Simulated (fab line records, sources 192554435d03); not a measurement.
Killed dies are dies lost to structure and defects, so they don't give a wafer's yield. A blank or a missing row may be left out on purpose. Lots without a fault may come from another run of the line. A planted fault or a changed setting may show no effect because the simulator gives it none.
Chamber matching | flow n5_finfet | N5_MOL_CONTACT_COAG_ALD_27 on ald_sin-02: 4 sister chambers
The step deposits SiOC, target thk 17 nm, pulse time 1.5 s, time 2720 s. 8 wafers are shown with their chamber, then 9 later ones without.

WAFERS WITH THEIR CHAMBER
wafer  | chamber | heater_power_outer_w (W) | heater_power_w (W)
L076.6 | 0       | 570                      | 903
L082.2 | 2       | 489                      | 824
L084.1 | 1       | 545                      | 813
L084.2 | 2       | 502                      | 824
L084.3 | 3       | 477                      | 772
L086.1 | 1       | 543                      | 861
L086.2 | 3       | 481                      | 782
L086.4 | 0       | 553                      | 934

WAFERS WITHOUT THEIR CHAMBER
wafer  | heater_power_outer_w (W) | heater_power_w (W)
L087.1 | 566                      | 933
L087.5 | 506                      | 828
L087.6 | 571                      | 929
L093.2 | 555                      | 889
L093.5 | 540                      | 889
L093.6 | 495                      | 745
L094.3 | 506                      | 752
L094.4 | 491                      | 820
L094.5 | 435                      | 728

WHICH CHAMBER EACH WENT THROUGH
wafer  | from the rows above     | in truth
L087.1 | 0                       | 0
L087.5 | 2                       | 2
L087.6 | 0                       | 0
L093.2 | can't be placed: 0 or 1 | 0
L093.5 | can't be placed: 1 or 0 | 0
L093.6 | can't be placed: 3 or 2 | 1
L094.3 | can't be placed: 3 or 2 | 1
L094.4 | can't be placed: 2 or 3 | 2
L094.5 | 3                       | 3
Placed correctly: 4 of 9. Can't be placed from these rows: 5 (the true chamber is among the candidates in 3). Placed wrongly: 0.
How it was worked out, from the rows above alone: a wafer's distance from a chamber is the root of the sum, over the readings, of the square of ((its reading less the chamber's mean) divided by the reading's scatter). The wafer belongs to the nearest chamber; if the next one is less than 2 further off, it can't be placed. A chamber's mean is the mean of its shown wafers. The scatter: the root of (the sum of the squares of (reading less its chamber's mean) over the shown wafers, divided by (wafers less chambers)).
